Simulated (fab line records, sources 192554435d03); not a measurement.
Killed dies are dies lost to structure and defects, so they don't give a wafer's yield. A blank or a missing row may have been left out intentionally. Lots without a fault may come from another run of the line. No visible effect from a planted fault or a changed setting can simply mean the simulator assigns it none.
Which tool did it? + flow n5-finfet + 72 wafers from 24 lots sampled at 3 of the route's 1938 steps

== WHAT THE GAUGES SHOWED, per wafer ==
N5_GATE_CUT_OVL_MEAS_14.
| lot  | measured     | on         | GATE_CUT_OVL (nm) |
|------|--------------|------------|-------------------|
| L074 | day 4 12:55  | overlay-01 | 0.7 1.5 0.0       |
| L075 | day 4 21:09  | overlay-01 | -0.7 -1.3 -0.7    |
| L076 | day 5 03:18  | overlay-02 | -0.3 -0.6 -0.3    |
| L077 | day 5 08:02  | overlay-02 | 0.2 0.3 0.0       |
| L078 | day 5 12:33  | overlay-01 | -0.6 0.4 0.5      |
| L079 | day 5 20:25  | overlay-02 | -1.0 -0.8 -1.4    |
| L080 | day 6 03:43  | overlay-02 | 0.6 -1.1 -0.4     |
| L081 | day 6 05:17  | overlay-02 | -1.6 -1.1 -1.1    |
| L082 | day 6 12:16  | overlay-01 | -0.4 0.3 1.0      |
| L083 | day 6 19:28  | overlay-02 | 0.6 0.4 0.0       |
| L084 | day 7 02:17  | overlay-02 | -0.5 -0.5 0.1     |
| L085 | day 7 06:53  | overlay-01 | -0.1 -0.3 -0.8    |
| L086 | day 7 17:24  | overlay-01 | -0.7 -0.7 -0.1    |
| L087 | day 7 18:23  | overlay-01 | -1.3 -1.0 -0.6    |
| L088 | day 8 02:31  | overlay-01 | 0.1 -0.5 -0.2     |
| L089 | day 8 07:22  | overlay-02 | -0.4 0.2 0.4      |
| L090 | day 8 13:40  | overlay-01 | 0.3 0.5 -0.1      |
| L091 | day 8 19:34  | overlay-02 | -0.8 -0.3 -0.9    |
| L092 | day 9 01:17  | overlay-01 | 0.6 0.2 0.2       |
| L093 | day 9 05:36  | overlay-01 | -0.2 0.1 0.9      |
| L094 | day 9 12:52  | overlay-01 | 0.1 -1.4 -0.8     |
| L095 | day 9 17:09  | overlay-01 | -0.3 -0.3 -0.1    |
| L096 | day 10 03:02 | overlay-01 | -0.9 -0.7 0.4     |
| L097 | day 10 04:28 | overlay-02 | 0.5 0.5 -0.2      |

== TOOL THAT RAN EACH LOT (tool first, then ch and the chambers of the sampled wafers, then the start) ==
| lot  | N5_HKMG_FIN_W_FILL_22        | N5_GATE_CUT_ETCH_58                |
|------|------------------------------|------------------------------------|
| L074 | cvd-w-02 ch 0,1, day 4 08:23 | rie-diel-03 ch 0,1,3, day 4 09:31  |
| L075 | cvd-w-02 ch 0,1, day 4 15:13 | rie-diel-01 ch 0,1,2, day 4 16:22  |
| L076 | cvd-w-02 ch 0,1, day 4 21:50 | rie-diel-01 ch 0,1, day 4 23:05    |
| L077 | cvd-w-02 ch 0,1, day 5 03:28 | rie-diel-03 ch 2,3, day 5 04:37    |
| L078 | cvd-w-02 ch 0,1, day 5 07:13 | rie-diel-02 ch 0,1, day 5 08:25    |
| L079 | cvd-w-02 ch 0,1, day 5 15:59 | rie-diel-01 ch 0,1, day 5 17:08    |
| L080 | cvd-w-02 ch 0,1, day 5 23:07 | rie-diel-02 ch 1,2, day 6 00:15    |
| L081 | cvd-w-02 ch 0,1, day 6 00:46 | rie-diel-01 ch 1,2, day 6 02:00    |
| L082 | cvd-w-02 ch 1, day 6 07:35   | rie-diel-03 ch 0,1,2, day 6 08:56  |
| L083 | cvd-w-01 ch 0,1, day 6 14:55 | rie-diel-01 ch 1,2,3, day 6 16:10  |
| L084 | cvd-w-02 ch 0,1, day 6 21:23 | rie-diel-02 ch 0,1,2, day 6 22:53  |
| L085 | cvd-w-02 ch 0,1, day 7 02:27 | rie-diel-03 ch 1,2,3, day 7 03:36  |
| L086 | cvd-w-02 ch 0,1, day 7 12:50 | rie-diel-02 ch 0,1,3, day 7 13:58  |
| L087 | cvd-w-01 ch 0,1, day 7 13:56 | rie-diel-03 ch 0,1,3, day 7 15:07  |
| L088 | cvd-w-02 ch 0,1, day 7 20:34 | rie-diel-03 ch 0,1,3, day 7 21:44  |
| L089 | cvd-w-01 ch 0,1, day 8 02:57 | rie-diel-01 ch 0,1,2, day 8 04:05  |
| L090 | cvd-w-01 ch 0,1, day 8 08:22 | rie-diel-02 ch 0,1, day 8 09:31    |
| L091 | cvd-w-01 ch 0,1, day 8 13:31 | rie-diel-03 ch 1,2,3, day 8 14:41  |
| L092 | cvd-w-01 ch 0,1, day 8 19:16 | rie-diel-01 ch 0,2,3, day 8 20:27  |
| L093 | cvd-w-01 ch 0,1, day 9 00:49 | rie-diel-01 ch 0,3, day 9 01:57    |
| L094 | cvd-w-01 ch 0, day 9 08:18   | rie-diel-01 ch 0,1, day 9 09:28    |
| L095 | cvd-w-01 ch 0,1, day 9 12:34 | rie-diel-02 ch 0,1,3, day 9 13:52  |
| L096 | cvd-w-01 ch 0,1, day 9 22:14 | rie-diel-02 ch 2,3, day 9 23:43    |
| L097 | cvd-w-02 ch 0,1, day 9 23:49 | rie-diel-01 ch 1,2,3, day 10 01:01 |
- N5_HKMG_FIN_W_FILL_22: material W, target thk 60 nm, time 18.2 s.
- N5_GATE_CUT_ETCH_58: etches SiNx in CH3F/O2, target depth 17 nm, time 128.6 s.

== WHAT THE TOOLS THEMSELVES READ (means of the sampled wafers that have a number; where no wafer has one, the mark that the record gives instead) ==
N5_HKMG_FIN_W_FILL_22.
| lot  | tool     | heater-power-w (W) | throttle-valve-pct (%) |
|------|----------|--------------------|------------------------|
| L074 | cvd-w-02 | 930                | 19.2                   |
| L075 | cvd-w-02 | 924                | 19.1                   |
| L076 | cvd-w-02 | 947                | 18.7                   |
| L077 | cvd-w-02 | 956                | 18.7                   |
| L078 | cvd-w-02 | 939                | 18.7                   |
| L079 | cvd-w-02 | 954                | 18.5                   |
| L080 | cvd-w-02 | 951                | 19.1                   |
| L081 | cvd-w-02 | 947                | 18.8                   |
| L082 | cvd-w-02 | 942                | 18.2                   |
| L083 | cvd-w-01 | 986                | 18.9                   |
| L084 | cvd-w-02 | 958                | 19.2                   |
| L085 | cvd-w-02 | 948                | 18.8                   |
| L086 | cvd-w-02 | 953                | 18.9                   |
| L087 | cvd-w-01 | 883                | 18.7                   |
| L088 | cvd-w-02 | 950                | 19.5                   |
| L089 | cvd-w-01 | 893                | 18.6                   |
| L090 | cvd-w-01 | 901                | 18.7                   |
| L091 | cvd-w-01 | 987                | 18.9                   |
| L092 | cvd-w-01 | 983                | 18.9                   |
| L093 | cvd-w-01 | 980                | 19.2                   |
| L094 | cvd-w-01 | 1068               | 19.3                   |
| L095 | cvd-w-01 | 989                | 19.1                   |
| L096 | cvd-w-01 | 883                | 18.7                   |
| L097 | cvd-w-02 | 927                | 18.9                   |

N5_GATE_CUT_ETCH_58.
| lot  | tool        | bias-w (W) | chamber-pressure-mTorr (mTorr) | drypump-motor-current-A (A) | oes-product-au (a.u.) | rf-vpp-V (V) | showerhead-plenum-p-Torr (Torr) | throttle-valve-pct (%) |
|------|-------------|------------|--------------------------------|-----------------------------|-----------------------|--------------|---------------------------------|------------------------|
| L074 | rie-diel-03 | 20.92      | 29.994                         | 5.4                         | 0.77                  | 99.4         | 2.04                            | 16.47                  |
| L075 | rie-diel-01 | 21.01      | 30.020                         | 5.6                         | 0.78                  | 99.1         | 2.03                            | 16.44                  |
| L076 | rie-diel-01 | 21.01      | 30.012                         | 6.1                         | 0.79                  | 99.2         | 2.09                            | 16.35                  |
| L077 | rie-diel-03 | 20.91      | 30.000                         | 6.0                         | 0.79                  | 100.4        | 2.09                            | 16.23                  |
| L078 | rie-diel-02 | 21.08      | 30.023                         | 5.2                         | 0.74                  | 98.2         | 1.98                            | 16.40                  |
| L079 | rie-diel-01 | 20.95      | 30.024                         | 6.0                         | 0.79                  | 98.8         | 2.08                            | 16.37                  |
| L080 | rie-diel-02 | 20.97      | 29.983                         | 5.7                         | 0.77                  | 98.5         | 1.88                            | 16.40                  |
| L081 | rie-diel-01 | 20.98      | 29.995                         | 5.1                         | 0.97                  | 100.2        | 2.12                            | 16.21                  |
| L082 | rie-diel-03 | 21.01      | 30.008                         | 5.7                         | 0.75                  | 99.8         | 2.03                            | 16.42                  |
| L083 | rie-diel-01 | 20.96      | 29.971                         | 5.3                         | 0.87                  | 100.4        | 2.08                            | 16.35                  |
| L084 | rie-diel-02 | 21.03      | 29.989                         | 5.4                         | 0.75                  | 98.3         | 1.93                            | 16.42                  |
| L085 | rie-diel-03 | 21.02      | 30.012                         | 5.8                         | 0.76                  | 99.9         | 2.06                            | 16.33                  |
| L086 | rie-diel-02 | 20.98      | 29.990                         | 5.3                         | 0.78                  | 99.1         | 2.02                            | 16.33                  |
| L087 | rie-diel-03 | 20.95      | 30.019                         | 5.4                         | 0.75                  | 99.8         | 2.03                            | 16.50                  |
| L088 | rie-diel-03 | 20.96      | 29.984                         | 5.5                         | 0.75                  | 99.2         | 2.03                            | 16.51                  |
| L089 | rie-diel-01 | 20.99      | 29.986                         | 5.6                         | 0.84                  | 100.0        | 2.10                            | 16.31                  |
| L090 | rie-diel-02 | 20.99      | 29.994                         | 5.0                         | 0.72                  | 98.3         | 1.94                            | 16.27                  |
| L091 | rie-diel-03 | 20.98      | 30.010                         | 5.8                         | 0.76                  | 99.7         | 2.06                            | 16.35                  |
| L092 | rie-diel-01 | 21.05      | 29.975                         | 5.4                         | 0.80                  | 99.2         | 2.07                            | 16.41                  |
| L093 | rie-diel-01 | 21.03      | 30.005                         | 5.5                         | 0.74                  | 99.4         | 2.03                            | 16.55                  |
| L094 | rie-diel-01 | 21.03      | 30.012                         | 6.0                         | 0.75                  | 100.8        | 2.08                            | 16.41                  |
| L095 | rie-diel-02 | 20.97      | 29.997                         | 5.3                         | 0.76                  | 99.5         | 2.01                            | 16.36                  |
| L096 | rie-diel-02 | 20.96      | 29.996                         | 5.9                         | 0.81                  | 99.1         | 1.94                            | 16.52                  |
| L097 | rie-diel-01 | 21.06      | 30.009                         | 5.3                         | 0.84                  | 99.5         | 2.07                            | 16.39                  |

== THE ANSWER, worked out from the rows above alone ==
Rule: the usual values come from the lots themselves. Put in order of their means at a reading, lots are off if they are a third of the lots or fewer, leave a main group of 4 or more, and stand apart from it by a gap of 3 or more times the standard deviation of the main group's means; of several such gaps the widest counts. The tables above print the reading to a certain number of digits; a main group whose means all agree to those digits is not used. Also off: a lot with no number at a reading for which 4 or more lots have one. The other lots that the step has rows for count as sound. The gauges are gone through in route order, then the tools' own readings, and for those a lot's mean is taken as printed above. At the first step where some lot is off, the reading lying furthest off is the one used; lots without a number count as furthest.
Across all readings shown, no lot is off: no conclusion can be drawn from this.

== WHAT THE SIMULATOR HAD INSERTED ==
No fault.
